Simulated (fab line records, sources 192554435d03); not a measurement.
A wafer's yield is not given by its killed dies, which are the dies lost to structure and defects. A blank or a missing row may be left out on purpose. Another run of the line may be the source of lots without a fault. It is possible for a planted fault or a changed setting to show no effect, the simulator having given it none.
Chamber matching -- flow n5-finfet -- 3 sister chambers for N5_BEOL_M10_CURE_71 on uv-cure-02
The step cures SiCOH lowk, time 240 s. 3 wafers are shown with their chamber, then 12 later ones without.

== WAFERS, EACH WITH ITS CHAMBER ==
wafer,chamber,wafer_temp_C_max
L081.5,2,386.8
L088.6,1,386.8
L092.6,0,386.7

== WAFERS WITHOUT THEIR CHAMBER ==
wafer,wafer_temp_C_max
L091.1,386.9
L091.2,386.3
L091.3,386.7
L094.1,385.8
L094.5,388.5
L094.6,386.8
L095.3,386.0
L095.5,386.2
L095.6,386.9
L096.1,386.7
L096.2,387.6
L096.4,386.8

== THE CHAMBER EACH PASSED THROUGH ==
wafer,from the rows above,in truth
L091.1,can't be placed: 1 or 2 or 0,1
L091.2,can't be placed: 0 or 1 or 2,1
L091.3,can't be placed: 0 or 1 or 2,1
L094.1,can't be placed: 0 or 1 or 2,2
L094.5,can't be placed: 1 or 2 or 0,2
L094.6,can't be placed: 1 or 2 or 0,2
L095.3,can't be placed: 0 or 1 or 2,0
L095.5,can't be placed: 0 or 1 or 2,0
L095.6,can't be placed: 1 or 2 or 0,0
L096.1,can't be placed: 0 or 1 or 2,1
L096.2,can't be placed: 1 or 2 or 0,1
L096.4,can't be placed: 1 or 2 or 0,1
Placed correctly: 0 of 12. These rows do not allow placing 12 (true chamber among the candidates in 12). Wrongly placed: 0.
How it was worked out, from the rows above alone: a wafer's distance from a chamber is the root of the sum, over the readings, of the square of ((its reading less the chamber's mean) divided by the reading's scatter). If the next closest chamber is less than 2 further off than the closest, the wafer can't be placed; otherwise it belongs to the closest. The mean given for a chamber averages the wafers shown for that chamber. The scatter (one wafer shown for each chamber): square how far every hidden wafer sits from the nearest shown wafer, average those squares and take the square root.
